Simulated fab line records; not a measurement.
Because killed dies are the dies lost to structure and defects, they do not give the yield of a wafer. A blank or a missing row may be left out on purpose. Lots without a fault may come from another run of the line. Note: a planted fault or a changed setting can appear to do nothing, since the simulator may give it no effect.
Matching of chambers -- flow nandHarc -- rieSi-04 running NHARC_A_CHANNEL_FILL_D2_ETCHBACK_19: 4 sister chambers
The step etches the open film in HBr/Cl2, target depth 5 nm, time 1.7 s. 8 wafers are shown with their chamber, then 7 later ones without.

WAFERS PAIRED WITH THEIR CHAMBERS
wafer,chamber,drypumpMotorCurrentA (A),oesProductAu (a.u.)
L194.4,0,5.1,1.009
L195.5,0,5.1,0.998
L197.4,3,6.0,0.992
L203.2,1,5.9,1.013
L203.3,2,5.5,0.985
L203.6,2,5.4,0.990
L205.3,3,6.1,0.997
L205.4,1,5.9,1.013

WAFERS MISSING THEIR CHAMBER
wafer,drypumpMotorCurrentA (A),oesProductAu (a.u.)
L205.6,5.1,0.992
L207.3,6.0,0.991
L207.4,5.4,0.990
L207.6,5.4,0.983
L212.4,5.9,1.001
L212.5,5.1,0.979
L212.6,5.5,1.000

EACH ONE'S CHAMBER
wafer,from the rows above,in truth
L205.6,0,0
L207.3,3,3
L207.4,2,2
L207.6,2,2
L212.4,can't be placed: 1 or 3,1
L212.5,can't be placed: 0 or 2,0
L212.6,2,2
5 of 7 placed correctly. Not placeable from these rows: 2 (in 2, the candidates include the true chamber). 0 placed wrongly.
How it was worked out, from the rows above alone: a wafer's distance from a chamber is the root of the sum, over the readings, of the square of ((its reading less the chamber's mean) divided by the reading's scatter). The wafer belongs to the nearest chamber; if the next one is less than 2 further off, it can't be placed. The mean given for a chamber averages the wafers shown for that chamber. How the scatter is found: for the shown wafers, subtract from each reading the mean of its chamber, square and add these, divide the total by (wafers less chambers), then take the root.
